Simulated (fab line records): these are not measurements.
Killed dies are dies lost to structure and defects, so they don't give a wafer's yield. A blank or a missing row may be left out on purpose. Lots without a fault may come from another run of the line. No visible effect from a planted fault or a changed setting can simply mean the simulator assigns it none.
Split-lot experiment ; flow n5_finfet ; 39 wafers read across 7 lots, on a route 1938 steps long

== SPLIT DETAILS ==
At N5_DUMMY_GATE_ETCH_32 (etches SiO2 in CF4, target depth 3.5 nm, time 3.9 s), the setting time_s was moved away from the recipe's 3.9 s on 15 of the 39 wafers read, by -21.3% to +17.0%. All remaining wafers had this setting at the recipe value.

The split's own step is where the reading is taken.

== THE READING ==
etch.depth_nm (the simulator's own value, which no gauge read), in nm, at N5_DUMMY_GATE_ETCH_32 (etches SiO2 in CF4, target depth 3.5 nm, time 3.9 s). No usual value for it is given in the file. Here, 24 wafers ran the recipe; their average is 3.497 nm with a standard deviation of 0.03 nm.

wafer;tool, chamber at the split;time_s as run, s;against the recipe;etch.depth_nm, nm;against lot-mates on the recipe
L074.1;rie_si-02, 3;3.9;recipe;3.495;-
L074.2;rie_si-02, 2;3.326;-14.7%;2.954;-0.533
L074.3;rie_si-02, 0;3.326;-14.7%;2.944;-0.543
L074.4;rie_si-02, 1;3.326;-14.7%;2.922;-0.565
L074.5;rie_si-02, 3;3.9;recipe;3.494;-
L074.6;rie_si-02, 2;3.9;recipe;3.473;-
L078.1;rie_si-02, 0;3.9;recipe;3.446;-
L078.2;rie_si-02, 1;4.263;+9.3%;3.756;+0.294
L078.3;rie_si-02, 2;4.263;+9.3%;3.779;+0.317
L078.4;rie_si-02, 3;3.9;recipe;3.485;-
L078.5;rie_si-02, 3;3.9;recipe;3.456;-
L078.6;rie_si-02, 0;4.263;+9.3%;3.768;+0.306
L084.1;rie_si-02, 2;3.9;recipe;3.498;-
L084.2;rie_si-02, 0;3.9;recipe;3.5;-
L084.3;rie_si-02, 3;3.9;recipe;3.511;-
L084.4;rie_si-02, 1;3.344;-14.3%;2.926;-0.577
L084.5;rie_si-02, 1;3.344;-14.3%;2.977;-0.526
L084.6;rie_si-02, 2;3.344;-14.3%;3.006;-0.497
L086.1;rie_si-06, 1;3.9;recipe;3.55;-
L086.4;rie_si-06, 2;3.9;recipe;3.518;-
L086.5;rie_si-06, 0;3.9;recipe;3.534;-
L087.1;rie_si-02, 2;3.9;recipe;3.475;-
L087.2;rie_si-02, 1;3.9;recipe;3.444;-
L087.3;rie_si-02, 3;3.9;recipe;3.529;-
L087.4;rie_si-02, 0;3.9;recipe;3.457;-
L087.5;rie_si-02, 3;3.9;recipe;3.53;-
L087.6;rie_si-02, 0;3.9;recipe;3.479;-
L089.1;rie_si-04, 0;3.071;-21.3%;2.796;-0.699
L089.2;rie_si-04, 3;3.9;recipe;3.488;-
L089.3;rie_si-04, 1;3.071;-21.3%;2.776;-0.719
L089.4;rie_si-04, 2;3.9;recipe;3.505;-
L089.5;rie_si-04, 2;3.9;recipe;3.491;-
L089.6;rie_si-04, 1;3.071;-21.3%;2.773;-0.722
L092.1;rie_si-04, 1;4.562;+17.0%;4.116;+0.591
L092.2;rie_si-04, 3;3.9;recipe;3.491;-
L092.3;rie_si-04, 0;3.9;recipe;3.558;-
L092.4;rie_si-04, 2;3.9;recipe;3.525;-
L092.5;rie_si-04, 3;4.562;+17.0%;4.093;+0.568
L092.6;rie_si-04, 0;4.562;+17.0%;4.158;+0.633

FIT RESULTS
A straight line over all 39 wafers: etch.depth_nm changes by +0.0353 nm for each +1% of time_s; r = +0.99; the points scatter about the line by 0.037 nm.
The same after taking each lot's own level away (the mean of its wafers on the recipe; 39 wafers): +0.0351 nm for each +1%; r = +1.00; scatter 0.027 nm.
On that fit, the largest move of time_s shifts the reading by 0.75 nm.
From 3.4623 to 3.5340 nm: that is the span of the lots' own levels, equal to 2.4 times the standard deviation above.
So the lot-to-lot level changes the slope little: the two slopes agree.
Check: with one of the wafers moved furthest among these (-21.3%) left out of the fit, the line predicts -0.757 nm for it against its lot-mates. It came out at -0.699 nm against them.

== ADDITIONAL SPLITS CARRIED BY THESE WAFERS ==
These wafers also went through other splits before the reading. Each is held against what the fit with the lots' levels taken away leaves over:
other split on the same wafers;wafers away from the commonest value;r with etch.depth_nm (lot level and that fit taken away)
N5_FIN_CUT_ETCH_21 bias_w;15;+0.24

== FILE'S OWN FIT ==
etch.depth_nm changes by +0.0351 nm for each +1% of time_s, r = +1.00.
